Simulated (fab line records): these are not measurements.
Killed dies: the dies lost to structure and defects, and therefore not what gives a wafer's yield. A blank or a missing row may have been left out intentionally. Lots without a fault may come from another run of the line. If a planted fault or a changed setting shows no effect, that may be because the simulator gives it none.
Split-lot experiment :: flow n5 finfet :: route with 1938 steps; 7 lots, 21 wafers read

== ON THE SPLIT ==
At N5_BEOL_M5_EXPOSE_08 (exposes mask M5, target cd 28 nm), the setting dose mj was moved away from the recipe's 35.75 on 3 of the 21 wafers read, by +5.7% to +7.1%. The other wafers ran this setting at the recipe's value.

== FROM THE SPLIT TO THE READING: what the file shows between them, 2 steps ==
- N5_BEOL_M5_PEB_09: peb time 60 s
- N5_BEOL_M5_DEVELOP_10: develop time 30 s

== THE READING ==
Shown in nm: cd nm at N5_BEOL_M5_CD_MEAS_11, with target cd 27.74 nm. Fault-free wafers of this fab line usually give 28.08 nm, standard deviation 0.22 nm.

wafer: L075.1
tool, chamber at the split: euv scanner-01, 0
dose mj as run: 35.75
against the recipe: recipe
cd nm, nm: 27.81
against lot-mates on the recipe: -

wafer: L075.4
tool, chamber at the split: euv scanner-01, 0
dose mj as run: 35.75
against the recipe: recipe
cd nm, nm: 28.27
against lot-mates on the recipe: -

wafer: L075.5
tool, chamber at the split: euv scanner-01, 0
dose mj as run: 38.23
against the recipe: +6.9%
cd nm, nm: 29.78
against lot-mates on the recipe: +1.74

wafer: L083.3
tool, chamber at the split: euv scanner-02, 0
dose mj as run: 35.75
against the recipe: recipe
cd nm, nm: 27.96
against lot-mates on the recipe: -

wafer: L083.5
tool, chamber at the split: euv scanner-02, 0
dose mj as run: 35.75
against the recipe: recipe
cd nm, nm: 28.09
against lot-mates on the recipe: -

wafer: L083.6
tool, chamber at the split: euv scanner-02, 0
dose mj as run: 35.75
against the recipe: recipe
cd nm, nm: 27.87
against lot-mates on the recipe: -

wafer: L080.1
tool, chamber at the split: euv scanner-01, 0
dose mj as run: 37.79
against the recipe: +5.7%
cd nm, nm: 29.28
against lot-mates on the recipe: +1.12

wafer: L080.3
tool, chamber at the split: euv scanner-01, 0
dose mj as run: 35.75
against the recipe: recipe
cd nm, nm: 27.90
against lot-mates on the recipe: -

wafer: L080.5
tool, chamber at the split: euv scanner-01, 0
dose mj as run: 35.75
against the recipe: recipe
cd nm, nm: 28.41
against lot-mates on the recipe: -

wafer: L084.1
tool, chamber at the split: euv scanner-02, 0
dose mj as run: 35.75
against the recipe: recipe
cd nm, nm: 28.50
against lot-mates on the recipe: -

wafer: L084.2
tool, chamber at the split: euv scanner-02, 0
dose mj as run: 35.75
against the recipe: recipe
cd nm, nm: 28.42
against lot-mates on the recipe: -

wafer: L084.3
tool, chamber at the split: euv scanner-02, 0
dose mj as run: 35.75
against the recipe: recipe
cd nm, nm: 28.18
against lot-mates on the recipe: -

wafer: L090.3
tool, chamber at the split: euv scanner-02, 0
dose mj as run: 38.29
against the recipe: +7.1%
cd nm, nm: 29.80
against lot-mates on the recipe: +1.99

wafer: L090.4
tool, chamber at the split: euv scanner-02, 0
dose mj as run: 35.75
against the recipe: recipe
cd nm, nm: 27.83
against lot-mates on the recipe: -

wafer: L090.6
tool, chamber at the split: euv scanner-02, 0
dose mj as run: 35.75
against the recipe: recipe
cd nm, nm: 27.80
against lot-mates on the recipe: -

wafer: L088.1
tool, chamber at the split: euv scanner-01, 0
dose mj as run: 35.75
against the recipe: recipe
cd nm, nm: 27.86
against lot-mates on the recipe: -

wafer: L088.3
tool, chamber at the split: euv scanner-01, 0
dose mj as run: 35.75
against the recipe: recipe
cd nm, nm: 28.27
against lot-mates on the recipe: -

wafer: L088.4
tool, chamber at the split: euv scanner-01, 0
dose mj as run: 35.75
against the recipe: recipe
cd nm, nm: 28.16
against lot-mates on the recipe: -

wafer: L093.1
tool, chamber at the split: euv scanner-01, 0
dose mj as run: 35.75
against the recipe: recipe
cd nm, nm: 27.87
against lot-mates on the recipe: -

wafer: L093.3
tool, chamber at the split: euv scanner-01, 0
dose mj as run: 35.75
against the recipe: recipe
cd nm, nm: 28.05
against lot-mates on the recipe: -

wafer: L093.6
tool, chamber at the split: euv scanner-01, 0
dose mj as run: 35.75
against the recipe: recipe
cd nm, nm: 27.91
against lot-mates on the recipe: -

THE FIT
A straight line over all 21 wafers: cd nm changes by +0.238 nm for each +1% of dose mj; r = +0.93; the points scatter about the line by 0.22 nm.
The same after taking each lot's own level away (the mean of its wafers on the recipe; 21 wafers): +0.249 nm for each +1%; r = +0.96; scatter 0.17 nm.
That fit puts the effect of the largest move of dose mj on the reading at 1.8 nm.
The lots' own levels span 27.815 to 28.367 nm, that is 2.5 times the standard deviation above.
The two slopes are in agreement: the lot-to-lot level therefore moves the slope only a little.
Check: for one of the wafers moved furthest among these (+7.1%), held out of the fit, the line's prediction against its lot-mates is +1.63 nm. It came out at +1.99 nm against them.

== OTHER SPLITS APPLIED TO THESE WAFERS ==
Before the reading, these wafers also passed through other splits. Each is held against what the fit with the lots' levels taken away leaves over:
other split on the same wafers: N5_BEOL_M2_EXPOSE_08 dose mj
wafers away from the commonest value: 4
r with cd nm (lot level and that fit taken away): -0.16

other split on the same wafers: N5_BEOL_M3_COAT_61 spin rpm
wafers away from the commonest value: 10
r with cd nm (lot level and that fit taken away): -0.14

other split on the same wafers: N5_BEOL_M3_COAT_62 spin rpm
wafers away from the commonest value: 9
r with cd nm (lot level and that fit taken away): +0.41

== THE WHOLE CHAIN: every reading that the file lists as answering this split, in the file's order ==
step: N5_BEOL_M5_CD_MEAS_11
what it does: target cd 27.74 nm
reading: cd nm
change (the file's fit): +0.248 nm for each +1% of the setting
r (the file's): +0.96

step: N5_BEOL_M5_DESCUM_16
what it does: chemistry O2, time 7 s
reading: BEOL_M5.cd nm (the simulator's own value, which no gauge read)
change (the file's fit): +0.234 nm for each +1% of the setting
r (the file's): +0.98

== THE FILE'S OWN FIT ==
cd nm changes by +0.248 nm for each +1% of dose mj, r = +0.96.
